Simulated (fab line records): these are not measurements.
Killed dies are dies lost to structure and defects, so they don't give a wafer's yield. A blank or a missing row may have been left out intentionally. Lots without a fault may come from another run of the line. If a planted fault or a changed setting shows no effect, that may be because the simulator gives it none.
Which of the tools did it? :: flow n5_finfet :: 42 wafers from 14 lots sampled at 2 of the route's 1938 steps

WHAT THE GAUGES SHOWED, per wafer
N5_BEOL_M7_THK_MEAS_01. Usual: M7_ILD_THK gives 155.1 nm (standard deviation 2.1).
lot: L543
measured: day 9 01:33
on: film_metro-02
M7_ILD_THK (nm): 155.9 157.4 157.0
flag: 

lot: L544
measured: day 9 07:53
on: film_metro-02
M7_ILD_THK (nm): 155.4 154.6 156.2
flag: 

lot: L546
measured: day 9 13:57
on: film_metro-01
M7_ILD_THK (nm): 151.2 154.4 152.9
flag: 

lot: L547
measured: day 9 23:40
on: film_metro-02
M7_ILD_THK (nm): 152.4 155.6 157.0
flag: 

lot: L548
measured: day 10 08:30
on: film_metro-01
M7_ILD_THK (nm): 152.6 155.8 157.3
flag: 

lot: L550
measured: day 11 00:26
on: film_metro-01
M7_ILD_THK (nm): 151.3 152.8 154.6
flag: 

lot: L549
measured: day 11 02:10
on: film_metro-01
M7_ILD_THK (nm): 154.1 154.5 159.1
flag: 

lot: L551
measured: day 11 07:20
on: film_metro-01
M7_ILD_THK (nm): 155.4 157.1 159.2
flag: 

lot: L552
measured: day 11 11:33
on: film_metro-02
M7_ILD_THK (nm): 151.9 156.7 152.7
flag: 

lot: L554
measured: day 11 23:48
on: film_metro-02
M7_ILD_THK (nm): 156.3 156.6 159.9
flag: 

lot: L555
measured: day 12 06:18
on: film_metro-01
M7_ILD_THK (nm): 155.1 157.8 155.3
flag: 

lot: L562
measured: day 15 04:37
on: film_metro-02
M7_ILD_THK (nm): 155.5 156.4 157.0
flag: 

lot: L565
measured: day 15 07:59
on: film_metro-01
M7_ILD_THK (nm): 154.0 152.1 157.3
flag: 

lot: L566
measured: day 16 05:46
on: film_metro-02
M7_ILD_THK (nm): 153.0 156.0 156.6
flag: 

WHICH TOOL RAN EACH LOT (tool, then ch and the chambers of the sampled wafers, then the start)
lot: L543
N5_BEOL_M7_ILD_DEP_00: pecvd-04 ch 1,2, day 9 00:57

lot: L544
N5_BEOL_M7_ILD_DEP_00: pecvd-04 ch 1,2, day 9 07:17

lot: L546
N5_BEOL_M7_ILD_DEP_00: pecvd-01 ch 0,1, day 9 13:21

lot: L547
N5_BEOL_M7_ILD_DEP_00: pecvd-02 ch 0,1, day 9 23:05

lot: L548
N5_BEOL_M7_ILD_DEP_00: pecvd-04 ch 1,2, day 10 07:55

lot: L550
N5_BEOL_M7_ILD_DEP_00: pecvd-01 ch 1,2, day 10 23:51

lot: L549
N5_BEOL_M7_ILD_DEP_00: pecvd-04 ch 0,2, day 11 01:07

lot: L551
N5_BEOL_M7_ILD_DEP_00: pecvd-04 ch 0,1,2, day 11 05:19

lot: L552
N5_BEOL_M7_ILD_DEP_00: pecvd-02 ch 0,1, day 11 09:32

lot: L554
N5_BEOL_M7_ILD_DEP_00: pecvd-04 ch 0,1,2, day 11 21:47

lot: L555
N5_BEOL_M7_ILD_DEP_00: pecvd-04 ch 0,1,2, day 12 05:20

lot: L562
N5_BEOL_M7_ILD_DEP_00: pecvd-04 ch 0,1, day 15 04:02

lot: L565
N5_BEOL_M7_ILD_DEP_00: pecvd-04 ch 0,1,2, day 15 07:24

lot: L566
N5_BEOL_M7_ILD_DEP_00: pecvd-02 ch 1,2, day 16 04:56
- N5_BEOL_M7_ILD_DEP_00: deposits SiCOH lowk from DEMS/porogen, target thk 179.75 nm, time 33.4 s.

AS READ BY THE TOOLS THEMSELVES (means over the sampled wafers that have a number; for cases with no such wafer, the mark the record gives instead)
N5_BEOL_M7_ILD_DEP_00. Usual: heater_power_w 324 W, standard deviation 30; showerhead_plenum_p_Torr 5.740 Torr, standard deviation 0.017; throttle_valve_pct 14.1 %, standard deviation 1.4.
lot: L543
tool: pecvd-04
heater_power_w (W): 311
showerhead_plenum_p_Torr (Torr): 5.734
throttle_valve_pct (%): 13.7
flag: 

lot: L544
tool: pecvd-04
heater_power_w (W): 315
showerhead_plenum_p_Torr (Torr): 5.726
throttle_valve_pct (%): 13.7
flag: 

lot: L546
tool: pecvd-01
heater_power_w (W): 332
showerhead_plenum_p_Torr (Torr): 5.754
throttle_valve_pct (%): 14.0
flag: 

lot: L547
tool: pecvd-02
heater_power_w (W): 355
showerhead_plenum_p_Torr (Torr): 5.745
throttle_valve_pct (%): 14.3
flag: 

lot: L548
tool: pecvd-04
heater_power_w (W): 342
showerhead_plenum_p_Torr (Torr): 5.725
throttle_valve_pct (%): 13.3
flag: 

lot: L550
tool: pecvd-01
heater_power_w (W): 316
showerhead_plenum_p_Torr (Torr): 5.737
throttle_valve_pct (%): 12.7
flag: 

lot: L549
tool: pecvd-04
heater_power_w (W): 344
showerhead_plenum_p_Torr (Torr): 5.726
throttle_valve_pct (%): 15.8
flag: 

lot: L551
tool: pecvd-04
heater_power_w (W): 304
showerhead_plenum_p_Torr (Torr): 5.728
throttle_valve_pct (%): 14.6
flag: 

lot: L552
tool: pecvd-02
heater_power_w (W): 318
showerhead_plenum_p_Torr (Torr): 5.745
throttle_valve_pct (%): 14.3
flag: 

lot: L554
tool: pecvd-04
heater_power_w (W): 306
showerhead_plenum_p_Torr (Torr): 5.726
throttle_valve_pct (%): 14.7
flag: 

lot: L555
tool: pecvd-04
heater_power_w (W): 343
showerhead_plenum_p_Torr (Torr): 5.728
throttle_valve_pct (%): 14.8
flag: 

lot: L562
tool: pecvd-04
heater_power_w (W): 311
showerhead_plenum_p_Torr (Torr): 5.741
throttle_valve_pct (%): 15.1
flag: 

lot: L565
tool: pecvd-04
heater_power_w (W): 325
showerhead_plenum_p_Torr (Torr): 5.738
throttle_valve_pct (%): 14.9
flag: 

lot: L566
tool: pecvd-02
heater_power_w (W): 335
showerhead_plenum_p_Torr (Torr): 5.753
throttle_valve_pct (%): 14.1
flag: 

THE ANSWER, worked out from the rows above alone
Rule: lot off if the mean of its wafers having a number is beyond 3 standard deviations from the usual mean. Also off: a lot with no number at a reading for which 4 or more lots have one. All remaining lots with rows at the step are treated as sound. The gauges are gone through in route order, then the tools' own readings, and for those a lot's mean is taken as printed above. The first step at which some lot is off is used, and at that step the reading that is off furthest; a lot without a number counts as furthest.
Nothing can be told from this: no lot is off at any reading shown.

WHAT THE SIMULATOR PUT IN
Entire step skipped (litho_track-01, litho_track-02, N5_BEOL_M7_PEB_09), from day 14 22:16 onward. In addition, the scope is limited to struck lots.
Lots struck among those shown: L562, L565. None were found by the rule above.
